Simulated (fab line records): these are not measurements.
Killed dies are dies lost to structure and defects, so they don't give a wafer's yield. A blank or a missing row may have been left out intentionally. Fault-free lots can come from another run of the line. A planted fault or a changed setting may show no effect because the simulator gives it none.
fab line records + flow nandHarc
record:
- lots: 12
- wafers: 36
- lastDay: 33
route steps=1302 shown P_M2@341 P_BONDPAD@352 END@1302
lots that met no fault: from a run of the same line without faults
startH: start of the lot's first displayed wafer, in hours after the record's first day + waitH: time in hours since the lot's previous step + " repeats the value in the row above + L1.1+2: one row covering several wafers at once + - either no value or no given start + * or withheld: withheld + < > ~ a bound
route shown NAME@n: names a module that has steps shown in the file, with the first one's number in the route + usual: mean/standard deviation taken from wafers without a fault + same: alike in all rows + chamber/n: place in a boat + sites: each site's reading + _std_site: standard deviation of those values + _edge_site: mean of outer sites minus mean of inner sites + radiusMm: for every site, how far away it sits from the centre of the wafer + mask NAME#n: copy n + behind: the most recent tool/chamber to have shaped the wafer + hold: what put the lot on hold/how long, in hours/how the hold closed + device: the transistor (n, p or np) that didn't switch + end of line: tests of these same wafers at the route's end + for a step that has no rows: nothing shown but its recipe + killed: dies lost to structure and defects at the first sort, not the wafer's yield + map: shows each die of a wafer: x if killed, . if not, _ if none is there
set.NAME: the setting as run; set.NAME@STEP: as run at that earlier step + model.NAME: the simulator's own value behind a step, which no gauge read
one table for each step of the route and one row for each wafer, over a sample of lots
services: the hour from which a tool's chamber was out of use, counted from the record's first day as startH (under 0 if before that day), plus the number of hours and why
== steps ==
step: NHARC_P_M2_PVD_21
recipe:
- targetThkA: 300
- chamberPressurePa: 5
- powerW: 5000
- substrateTempC: 30
- timeS: 20.49
- material: Cu
usual:
- throttleValvePct: 30.0/1.3
same:
- timeS: 20.49
| lot.wafer | tool          | chamber | startH | waitH | throttleValvePct |
|-----------|---------------|---------|--------|-------|------------------|
| L586.4    | pvdSputter-01 | -       | -      | -     | 31.1             |
| L586.3    | "             | -       | "      | "     | 29.3             |
| L586.1    | "             | -       | "      | "     | 30.4             |
| L588.1    | pvdSputter-01 | -       | -      | -     | 30.3             |
| L588.2    | "             | -       | "      | "     | 30.9             |
| L588.6    | "             | -       | "      | "     | 29.2             |
| L587.1    | pvdSputter-01 | -       | -      | -     | 30.8             |
| L587.3    | "             | -       | "      | "     | 30.3             |
| L587.5    | "             | -       | "      | "     | 30.9             |
| L589.2    | pvdSputter-01 | -       | -      | -     | 30.8             |
| L589.4    | "             | -       | "      | "     | 30.7             |
| L589.5    | "             | -       | "      | "     | 30.4             |
| L592.3    | pvdSputter-01 | -       | -      | -     | 30.4             |
| L592.4    | "             | -       | "      | "     | 31.0             |
| L592.5    | "             | -       | "      | "     | 29.7             |
| L593.1    | pvdSputter-03 | -       | -      | -     | 31.6             |
| L593.3    | "             | -       | "      | "     | 30.6             |
| L593.6    | "             | -       | "      | "     | 31.1             |
| L594.4    | pvdSputter-03 | -       | -      | -     | 28.9             |
| L594.1    | "             | -       | "      | "     | 31.3             |
| L594.5    | "             | -       | "      | "     | 28.8             |
| L596.3    | pvdSputter-02 | -       | -      | -     | 27.7             |
| L596.5    | "             | -       | "      | "     | 27.9             |
| L596.6    | "             | -       | "      | "     | 29.8             |
| L597.2    | pvdSputter-03 | -       | -      | -     | 31.7             |
| L597.4    | "             | -       | "      | "     | 28.8             |
| L597.5    | "             | -       | "      | "     | 30.6             |
| L598.2    | pvdSputter-02 | -       | -      | -     | 30.8             |
| L598.5    | "             | -       | "      | "     | 30.2             |
| L598.6    | "             | -       | "      | "     | 30.7             |
| L607.3    | pvdSputter-02 | -       | -      | -     | 28.4             |
| L607.2    | "             | -       | "      | "     | 27.4             |
| L607.5    | "             | -       | "      | "     | 27.6             |
| L608.3    | pvdSputter-02 | -       | -      | -     | 27.5             |
| L608.2    | "             | -       | "      | "     | 28.4             |
| L608.5    | "             | -       | "      | "     | 30.7             |
step: NHARC_P_BONDPAD_CMP_32
recipe:
- targetThkNm: 200
- material: SiCN
usual:
- motorCurrentA: 12.5/1.4
| lot.wafer | tool   | chamber | startH | waitH | motorCurrentA |
|-----------|--------|---------|--------|-------|---------------|
| L586.1    | cmp-03 | 2       | 137.67 | -     | 11.7          |
| L586.4    | "      | 3       | "      | "     | 15.0          |
| L586.3    | "      | 0       | "      | "     | 13.2          |
| L588.1    | cmp-03 | 2       | 162.66 | -     | 11.3          |
| L588.2    | "      | 3       | "      | "     | 15.3          |
| L588.6    | "      | 0       | "      | "     | 12.6          |
| L587.3    | cmp-04 | 2       | 164.89 | -     | 12.3          |
| L587.1    | "      | 0       | "      | "     | 12.2          |
| L587.5    | "      | 1       | "      | "     | 11.4          |
| L589.2    | cmp-04 | 1       | 176.27 | -     | 11.4          |
| L589.4    | "      | 2       | "      | "     | 12.2          |
| L589.5    | "      | 0       | "      | "     | 11.5          |
| L592.3    | cmp-04 | 3       | 208.71 | -     | 12.8          |
| L592.4    | "      | 0       | "      | "     | 13.1          |
| L592.5    | "      | 2       | "      | "     | 11.6          |
| L593.3    | cmp-03 | 1       | 209.14 | -     | 13.3          |
| L593.1    | "      | 2       | "      | "     | 11.4          |
| L593.6    | "      | 3       | "      | "     | 14.8          |
| L594.4    | cmp-02 | 2       | 222.28 | -     | 11.9          |
| L594.1    | "      | 1       | "      | "     | 12.2          |
| L594.5    | "      | 2       | "      | "     | 12.4          |
| L596.3    | cmp-03 | 2       | 241.83 | -     | 11.0          |
| L596.5    | "      | 0       | "      | "     | 12.0          |
| L596.6    | "      | 1       | "      | "     | 13.5          |
| L597.2    | cmp-04 | 2       | 253.42 | -     | 12.3          |
| L597.4    | "      | 0       | "      | "     | 12.8          |
| L597.5    | "      | 2       | "      | "     | 11.6          |
| L598.2    | cmp-04 | 1       | 263.97 | -     | 11.5          |
| L598.6    | "      | 1       | "      | "     | 11.6          |
| L598.5    | "      | 2       | "      | "     | 12.1          |
| L607.2    | cmp-02 | 2       | 356.75 | -     | 12.1          |
| L607.3    | "      | 3       | "      | "     | 12.2          |
| L607.5    | "      | 3       | "      | "     | 11.9          |
| L608.3    | cmp-03 | 1       | 359.98 | -     | 13.1          |
| L608.2    | "      | 2       | "      | "     | 11.6          |
| L608.5    | "      | 1       | "      | "     | 12.3          |
step: NHARC_P_BONDPAD_ETCH_12
recipe:
- targetDepthA: 2000
- timeS: 100
- chf3FlowSccm: 50
- o2FlowSccm: 10
- arFlowSccm: 200
- rfW: 500
- biasW: 200
- chemistry: CHF3/O2
usual:
- biasW: 199.8/0.59
- drypumpMotorCurrentA: 5.9/0.46
- oesProductAu: 0.942/0.021
- rfVppV: 370.1/2.2
- runLengthS: 121.4/0.43
- showerheadPlenumPTorr: 2.38/0.098
- throttleValvePct: 20.573/0.0093
| lot.wafer | tool       | chamber | startH | waitH | biasW | drypumpMotorCurrentA | oesProductAu | rfHoursCounterH | rfVppV | runLengthS | showerheadPlenumPTorr | throttleValvePct |
|-----------|------------|---------|--------|-------|-------|----------------------|--------------|-----------------|--------|------------|-----------------------|------------------|
| L586.4    | rieDiel-09 | 2       | 138.86 | -     | 200.3 | 5.9                  | 0.940        | 6.5             | 370.5  | 121.5      | 2.40                  | 20.574           |
| L586.3    | "          | 3       | "      | "     | 200.5 | 4.9                  | 0.994        | 8.0             | 367.3  | 121.6      | 2.31                  | 20.577           |
| L586.1    | "          | 0       | "      | "     | 199.2 | 5.0                  | 0.964        | 8.3             | 367.8  | 120.7      | 2.31                  | 20.576           |
| L588.2    | rieDiel-08 | 0       | 163.84 | -     | 200.1 | 5.6                  | 0.973        | 3.2             | 374.0  | 121.2      | 2.50                  | 20.562           |
| L588.1    | "          | 1       | "      | "     | 200.0 | 6.1                  | 0.968        | 3.3             | 368.4  | 121.7      | 2.30                  | 20.565           |
| L588.6    | "          | 1       | "      | "     | 199.4 | 6.1                  | 0.974        | -               | 369.1  | 121.8      | 2.30                  | 20.585           |
| L587.1    | rieDiel-08 | 1       | 165.94 | -     | 200.5 | 6.1                  | 0.979        | 3.4             | 369.5  | 121.7      | 2.30                  | 20.561           |
| L587.3    | "          | 3       | "      | "     | 199.7 | 6.2                  | 0.968        | 3.4             | 368.1  | 121.1      | 2.31                  | 20.570           |
| L587.5    | "          | 2       | "      | "     | 199.2 | 5.9                  | 0.974        | -               | 369.5  | 121.7      | 2.37                  | 20.591           |
| L589.2    | rieDiel-09 | 2       | 177.47 | -     | 199.7 | 5.9                  | 0.917        | 1.3             | 371.2  | 121.3      | 2.40                  | 20.589           |
| L589.4    | "          | 3       | "      | "     | 199.6 | 4.9                  | 0.920        | 1.5             | 368.6  | 121.6      | 2.31                  | 20.567           |
| L589.5    | "          | 0       | "      | "     | 199.3 | 5.0                  | 0.929        | -               | 368.9  | 120.8      | 2.31                  | 20.580           |
| L592.3    | rieDiel-08 | 2       | 209.93 | -     | 199.3 | 5.9                  | 0.958        | 0.4             | 369.3  | 121.6      | 2.37                  | 20.557           |
| L592.5    | "          | 1       | "      | "     | 200.6 | 6.1                  | 0.964        | -               | 368.9  | 122.2      | 2.30                  | 20.569           |
| L592.4    | "          | 3       | "      | "     | 200.9 | 6.2                  | 0.962        | -               | 368.5  | 121.4      | 2.31                  | 20.586           |
| L593.1    | rieDiel-06 | 1       | 210.30 | -     | 199.8 | 5.9                  | 0.932        | 4.1             | 371.4  | 120.7      | 2.45                  | 20.565           |
| L593.3    | "          | 3       | "      | "     | 198.9 | 6.5                  | 0.929        | 5.5             | 365.7  | 121.9      | 2.28                  | 20.589           |
| L593.6    | "          | 1       | "      | "     | 199.5 | 5.9                  | 0.929        | -               | 373.3  | 120.6      | 2.45                  | 20.571           |
| L594.4    | rieDiel-08 | 2       | 223.48 | -     | 199.2 | 5.9                  | 0.956        | 0.8             | 369.5  | 121.4      | 2.37                  | 20.587           |
| L594.1    | "          | 1       | "      | "     | 200.4 | 6.1                  | 0.959        | 0.8             | 368.2  | 121.7      | 2.30                  | 20.576           |
| L594.5    | "          | 2       | "      | "     | 198.8 | 5.9                  | 0.952        | -               | 367.6  | 121.4      | 2.37                  | 20.564           |
| L596.3    | rieDiel-08 | 0       | 242.98 | -     | 199.4 | 5.6                  | 0.929        | 0.9             | 372.8  | 121.0      | 2.50                  | 20.582           |
| L596.5    | "          | 0       | "      | "     | 199.9 | 5.6                  | 0.924        | -               | 373.1  | 121.2      | 2.50                  | 20.553           |
| L596.6    | "          | 1       | "      | "     | 200.4 | 6.1                  | 0.932        | -               | 369.2  | 122.1      | 2.30                  | 20.588           |
| L597.2    | rieDiel-09 | 2       | 254.60 | -     | 200.2 | 5.9                  | 0.910        | 6.5             | 371.5  | 121.5      | 2.40                  | 20.570           |
| L597.4    | "          | 0       | "      | "     | 200.1 | 5.0                  | 0.925        | 6.3             | 368.8  | 120.7      | 2.31                  | 20.566           |
| L597.5    | "          | 1       | "      | "     | 200.3 | 6.2                  | 0.915        | -               | 373.1  | 121.5      | 2.58                  | 20.571           |
| L598.2    | rieDiel-08 | 1       | 265.18 | -     | 199.9 | 6.1                  | 0.929        | 1.5             | 368.9  | 122.0      | 2.30                  | 20.575           |
| L598.6    | "          | 0       | "      | "     | 199.8 | 5.6                  | 0.923        | -               | 372.6  | 121.2      | 2.50                  | 20.573           |
| L598.5    | "          | 1       | "      | "     | 199.5 | 6.1                  | 0.930        | -               | 369.2  | 122.1      | 2.30                  | 20.590           |
| L607.2    | rieDiel-08 | 2       | 357.96 | -     | 200.9 | 5.9                  | 0.963        | 3.8             | 369.7  | 121.6      | 2.37                  | 20.580           |
| L607.3    | "          | 0       | "      | "     | 199.8 | 5.6                  | 0.956        | 3.8             | 372.0  | 121.2      | 2.50                  | 20.561           |
| L607.5    | "          | 3       | "      | "     | -     | 6.2                  | 0.978        | -               | 369.9  | 53.1       | 2.31                  | 20.584           |
| L608.3    | rieDiel-06 | 0       | 361.16 | -     | 199.9 | 5.8                  | 0.926        | 3.7             | 372.2  | 121.1      | 2.50                  | 20.568           |
| L608.2    | "          | 3       | "      | "     | 198.9 | 6.5                  | 0.924        | 4.3             | 367.8  | 121.5      | 2.27                  | 20.575           |
| L608.5    | "          | 0       | "      | "     | 199.5 | 5.8                  | 0.925        | -               | 372.5  | 120.9      | 2.50                  | 20.575           |
step: NHARC_P_BONDPAD_PVD_17
recipe:
- targetThkA: 50
- biasV: 168.6
- powerW: 15000
- chamberPressurePa: 0.12
- timeS: 8.06
- substrateTempC: 50
- material: TaN
usual:
- throttleValvePct: 30.1/1.1
same:
- timeS: 8.06
| lot.wafer | tool          | chamber | startH | waitH | throttleValvePct |
|-----------|---------------|---------|--------|-------|------------------|
| L586.4    | pvdSputter-01 | -       | -      | -     | 30.4             |
| L586.3    | "             | -       | "      | "     | 30.8             |
| L586.1    | "             | -       | "      | "     | 29.7             |
| L588.1    | pvdSputter-03 | -       | -      | -     | 30.9             |
| L588.2    | "             | -       | "      | "     | 31.2             |
| L588.6    | "             | -       | "      | "     | 30.7             |
| L587.3    | pvdSputter-01 | -       | -      | -     | 31.2             |
| L587.1    | "             | -       | "      | "     | 31.0             |
| L587.5    | "             | -       | "      | "     | 30.3             |
| L589.4    | pvdSputter-02 | -       | -      | -     | 30.6             |
| L589.2    | "             | -       | "      | "     | 30.0             |
| L589.5    | "             | -       | "      | "     | 27.6             |
| L592.3    | pvdSputter-02 | -       | -      | -     | 30.0             |
| L592.4    | "             | -       | "      | "     | 27.9             |
| L592.5    | "             | -       | "      | "     | 30.8             |
| L593.3    | pvdSputter-03 | -       | -      | -     | 30.6             |
| L593.1    | "             | -       | "      | "     | 31.4             |
| L593.6    | "             | -       | "      | "     | 30.7             |
| L594.1    | pvdSputter-03 | -       | -      | -     | 30.5             |
| L594.4    | "             | -       | "      | "     | 28.8             |
| L594.5    | "             | -       | "      | "     | 28.7             |
| L596.3    | pvdSputter-02 | -       | -      | -     | 27.7             |
| L596.6    | "             | -       | "      | "     | 29.9             |
| L596.5    | "             | -       | "      | "     | 30.7             |
| L597.2    | pvdSputter-02 | -       | -      | -     | 30.0             |
| L597.4    | "             | -       | "      | "     | 27.5             |
| L597.5    | "             | -       | "      | "     | 30.8             |
| L598.2    | pvdSputter-02 | -       | -      | -     | 29.7             |
| L598.6    | "             | -       | "      | "     | 27.6             |
| L598.5    | "             | -       | "      | "     | 27.9             |
| L607.3    | pvdSputter-01 | -       | -      | -     | 29.6             |
| L607.2    | "             | -       | "      | "     | 29.9             |
| L607.5    | "             | -       | "      | "     | 30.0             |
| L608.3    | pvdSputter-02 | -       | -      | -     | 31.2             |
| L608.2    | "             | -       | "      | "     | 30.8             |
| L608.5    | "             | -       | "      | "     | 28.5             |
step: NHARC_END_SORT_01
recipe:
- tempC: 25
usual:
- defectLimitedYield: 91.6/2.6
- killedAtArray: 51/17
- killedAtOther: 1.6/2.1
- killedAtPeriphery: 4/3.2
- killedDies: 57/18
- killedOpen: 2.9/1.7
- killedShort: 2.3/1.3
- sort_bin_2_pct: 3.0/1.2
- sort_bin_3_pct: 0.7/0.43
- sort_bin_4_pct: 4.7/1.4
- sortNPass: 620/18
- sortRimYieldPct: 87/4.8
- sortYieldPct: 91.6/2.6
same:
- grossDies: 677
- sort_bin_5_pct[%]: 0
- sort_bin_6_pct[%]: 0
- sort_bin_7_pct[%]: 0
- sort_bin_8_pct[%]: 0
- sortRimNGross: 106.00
| lot.wafer | tool      | chamber | startH | waitH | defectLimitedYield[%] | killedAtArray | killedAtOther | killedAtPeriphery | killedDies | killedOpen | killedShort | sort_bin_2_pct[%] | sort_bin_3_pct[%] | sort_bin_4_pct[%] | sortNPass | sortRimYieldPct[%] | sortYieldPct[%] |
|-----------|-----------|---------|--------|-------|-----------------------|---------------|---------------|-------------------|------------|------------|-------------|-------------------|-------------------|-------------------|-----------|--------------------|-----------------|
| L607.2    | prober-01 | 0       | 773.27 | 2.8   | 92.9                  | 44            | 0             | 4                 | 48         | 3          | 3           | 1.5               | 0.3               | 5.3               | 629       | 91                 | 92.9            |
| L607.3    | prober-01 | 0       | 774.06 | 3.1   | 94.2                  | 35            | 1             | 3                 | 39         | 2          | 2           | 2.2               | 0.1               | 3.4               | 638       | 92                 | 94.2            |
| L607.5    | prober-01 | 0       | 775.65 | 3.7   | 0                     | 31            | 0             | 646               | 677        | 1          | 1           | 96.6              | 0.1               | 3.2               | 0         | 0                  | 0               |
killed by level:class
L607.2 A_CHANNEL_HOLE_D1:chamberFilmFlake=19 A_SLIT:chamberFilmFlake=8 A_CHANNEL_FILL_D2:chamberFilmFlake=5 P_STI:chamberFilmFlake=3 A_DECK1_JOINT:geometricParticle:short=2 A_STAIRCASE:chamberFilmFlake=2 A_CONTACT:chamberFilmFlake=2 P_CONTACT:geometricParticle:short=1
L607.3 A_CHANNEL_HOLE_D1:chamberFilmFlake=15 A_SLIT:chamberFilmFlake=6 A_CHANNEL_HOLE_D2:chamberFilmFlake=2 A_CHANNEL_FILL_D2:chamberFilmFlake=2 A_STAIRCASE:chamberFilmFlake=2 A_CONTACT:chamberFilmFlake=2 A_M1:chamberFilmFlake=2 P_CONTACT:geometricParticle:short=1
L607.5 P_BONDPAD:areaEtch=643 A_CHANNEL_HOLE_D1:chamberFilmFlake=14 A_SLIT:chamberFilmFlake=6 A_STAIRCASE:chamberFilmFlake=3 P_STI:chamberFilmFlake=2 A_M1:chamberFilmFlake=2 A_ONON_D2:geometricParticle:short=1 A_BLC:geometricParticle:open=1
== services ==
| tool          | chamber | startH | hours | kind   |
|---------------|---------|--------|-------|--------|
| cmp-04        | -       | 123.01 | 0.9   | repair |
| cmp-04        | -       | 160.26 | 4.4   | repair |
| cmp-03        | -       | 164.31 | 4.0   | pm     |
| pvdSputter-03 | -       | 177.59 | 10.0  | pm     |
| pvdSputter-03 | -       | 188.46 | 6.7   | repair |
| rieDiel-08    | -       | 190.80 | 9.0   | pm     |
| cmp-04        | -       | 200.95 | 0.8   | repair |
| cmp-04        | -       | 206.74 | 0.7   | repair |
| rieDiel-08    | 0       | 206.96 | 5.8   | repair |
| cmp-04        | -       | 209.00 | 4.0   | pm     |
| cmp-03        | -       | 215.15 | 0.8   | repair |
| cmp-04        | -       | 219.20 | 0.8   | repair |
| pvdSputter-01 | -       | 223.88 | 3.4   | repair |
| cmp-04        | -       | 251.82 | 1.4   | repair |
| pvdSputter-03 | -       | 254.17 | 5.1   | repair |
| rieDiel-08    | 1       | 256.28 | 6.1   | repair |
| cmp-03        | -       | 262.38 | 4.0   | pm     |
| pvdSputter-02 | -       | 282.00 | 10.0  | pm     |
| pvdSputter-01 | -       | 288.30 | 2.2   | repair |
| cmp-04        | -       | 307.00 | 4.0   | pm     |
| rieDiel-08    | 0       | 311.55 | 3.4   | repair |
| pvdSputter-02 | -       | 340.91 | 6.9   | repair |
| cmp-04        | -       | 355.37 | 11.4  | repair |
| pvdSputter-03 | -       | 355.59 | 10.0  | pm     |
== key ==
firstSign:
- step: NHARC_P_BONDPAD_ETCH_12
- reading: runLengthS
- direction: down
- sigmas: 99+
- usual: *
- struck: *
effect:
- step: NHARC_END_SORT_01
- reading: killedAtPeriphery
- direction: up
- sigmas: 99+
- usual: 4
- struck: 646
moreKillsBornAt:
- NHARC_P_BONDPAD_ETCH_12@rieDiel-08: 643
metAt NHARC_P_BONDPAD_ETCH_12
struckLots L607
struckWafers L607.5
laterRowsLeftOut L607.5
notActingAt NHARC_P_M2_PVD_21,NHARC_P_BONDPAD_CMP_32,NHARC_P_BONDPAD_PVD_17
onsetBetween 265.18 357.96
fault:
- kind: processParameterDrift
- tool: rieDiel-08
- chamber: -
- onsetH: 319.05
- steps: NHARC_P_BONDPAD_ETCH_12
- channel: timeS
- offset: *
- shape: step
- endH: 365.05
- scope: struckWafersOnly
- actsIn: *
- stated: *
laterRowsLeftOut: the simulator's readings of these wafers behind a module that went badly wrong aren't trusted and aren't shown, but for the sort
